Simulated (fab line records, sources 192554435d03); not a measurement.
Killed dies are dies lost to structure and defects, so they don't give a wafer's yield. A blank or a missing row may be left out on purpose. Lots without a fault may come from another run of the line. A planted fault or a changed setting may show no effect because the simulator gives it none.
Chamber matching | flow n5_finfet | N5_BEOL_M15_ILD_DEP_00 on pecvd-02: 3 sister chambers
The step deposits SiO2 from TEOS/O2, target thk 1629.3 nm, time 346.1 s. 6 wafers are shown with their chamber, then 8 later ones without.

WAFERS WITH THEIR CHAMBER
wafer  | chamber | throttle_valve_pct (%) | showerhead_plenum_p_Torr (Torr)
L080.2 | 2       | 17.2                   | 8.38
L080.3 | 1       | 18.5                   | 8.37
L088.3 | 1       | 18.6                   | 8.37
L088.5 | 0       | 18.9                   | 8.34
L088.6 | 2       | 17.8                   | 8.36
L091.1 | 0       | 18.9                   | 8.33

WAFERS WITHOUT THEIR CHAMBER
wafer  | throttle_valve_pct (%) | showerhead_plenum_p_Torr (Torr)
L091.3 | 18.8                   | 8.35
L091.5 | 19.0                   | 8.35
L096.2 | 17.7                   | 8.38
L096.3 | 18.7                   | 8.35
L096.5 | 19.0                   | 8.36
L081.1 | 18.8                   | 8.36
L081.4 | 18.8                   | 8.37
L081.5 | 17.7                   | 8.38

WHICH CHAMBER EACH WENT THROUGH
wafer  | from the rows above     | in truth
L091.3 | can't be placed: 0 or 1 | 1
L091.5 | can't be placed: 0 or 1 | 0
L096.2 | 2                       | 2
L096.3 | can't be placed: 0 or 1 | 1
L096.5 | can't be placed: 1 or 0 | 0
L081.1 | can't be placed: 1 or 0 | 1
L081.4 | 1                       | 1
L081.5 | 2                       | 2
Placed correctly: 3 of 8. Can't be placed from these rows: 5 (the true chamber is among the candidates in 5). Placed wrongly: 0.
How it was worked out, from the rows above alone: a wafer's distance from a chamber is the root of the sum, over the readings, of the square of ((its reading less the chamber's mean) divided by the reading's scatter). The wafer belongs to the nearest chamber; if the next one is less than 2 further off, it can't be placed. A chamber's mean is the mean of its shown wafers. The scatter: the root of (the sum of the squares of (reading less its chamber's mean) over the shown wafers, divided by (wafers less chambers)).
